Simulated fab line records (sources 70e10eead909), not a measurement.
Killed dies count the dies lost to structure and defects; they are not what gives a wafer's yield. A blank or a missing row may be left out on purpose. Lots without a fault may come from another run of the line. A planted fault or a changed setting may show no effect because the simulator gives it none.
Chamber matching || flow nandHarc || NHARC_A_M1_STRIP_19 on wetBench-08: 8 sister chambers
The step strips in post etch residue remover, time 600 s. 13 wafers are shown with their chamber, then 9 later ones without.

WAFERS WITH THEIR CHAMBER
{"wafer": "L969.6", "chamber": 5, "runLengthS (s)": 604.2}
{"wafer": "L972.3", "chamber": 1, "runLengthS (s)": 603.6}
{"wafer": "L972.4", "chamber": 2, "runLengthS (s)": 600.4}
{"wafer": "L972.5", "chamber": 0, "runLengthS (s)": 600.8}
{"wafer": "L973.1", "chamber": 1, "runLengthS (s)": 603.7}
{"wafer": "L973.2", "chamber": 7, "runLengthS (s)": 602.0}
{"wafer": "L973.5", "chamber": 3, "runLengthS (s)": 602.6}
{"wafer": "L971.1", "chamber": 5, "runLengthS (s)": 603.0}
{"wafer": "L971.4", "chamber": 0, "runLengthS (s)": 601.8}
{"wafer": "L971.5", "chamber": 6, "runLengthS (s)": 604.6}
{"wafer": "L975.1", "chamber": 3, "runLengthS (s)": 602.6}
{"wafer": "L975.4", "chamber": 4, "runLengthS (s)": 602.7}
{"wafer": "L975.6", "chamber": 7, "runLengthS (s)": 602.6}

WAFERS WITH NO CHAMBER GIVEN
{"wafer": "L977.1", "runLengthS (s)": 603.6}
{"wafer": "L977.3", "runLengthS (s)": 603.8}
{"wafer": "L977.5", "runLengthS (s)": 602.2}
{"wafer": "L992.1", "runLengthS (s)": 604.0}
{"wafer": "L992.2", "runLengthS (s)": 604.1}
{"wafer": "L992.6", "runLengthS (s)": 601.3}
{"wafer": "L991.1", "runLengthS (s)": 604.1}
{"wafer": "L991.4", "runLengthS (s)": 601.2}
{"wafer": "L991.6", "runLengthS (s)": 604.1}

WHICH CHAMBER EACH ONE RAN IN
{"wafer": "L977.1", "from the rows above": "can't be placed: 5 or 1 or 4 or 3 or 6", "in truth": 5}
{"wafer": "L977.3", "from the rows above": "can't be placed: 1 or 5 or 6 or 4 or 3", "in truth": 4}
{"wafer": "L977.5", "from the rows above": "can't be placed: 7 or 3 or 4 or 0", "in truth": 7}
{"wafer": "L992.1", "from the rows above": "can't be placed: 1 or 5 or 6 or 4 or 3", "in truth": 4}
{"wafer": "L992.2", "from the rows above": "can't be placed: 1 or 5 or 6 or 4 or 3", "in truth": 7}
{"wafer": "L992.6", "from the rows above": "can't be placed: 0 or 2 or 7", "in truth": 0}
{"wafer": "L991.1", "from the rows above": "can't be placed: 1 or 5 or 6 or 4 or 3", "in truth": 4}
{"wafer": "L991.4", "from the rows above": "can't be placed: 0 or 2 or 7", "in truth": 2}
{"wafer": "L991.6", "from the rows above": "can't be placed: 1 or 5 or 6 or 4 or 3", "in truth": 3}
0 of 9 placed correctly. From these rows, 9 cannot be placed; in 8 the true chamber is one of the candidates. 0 placed wrongly.
How it was worked out, from the rows above alone: a wafer's distance from a chamber is the root of the sum, over the readings, of the square of ((its reading less the chamber's mean) divided by the reading's scatter). If the next closest chamber is less than 2 further off than the closest, the wafer can't be placed; otherwise it belongs to the closest. Each chamber's mean is taken over the wafers shown for it. How the scatter is found: for the shown wafers, subtract from each reading the mean of its chamber, square and add these, divide the total by (wafers less chambers), then take the root.
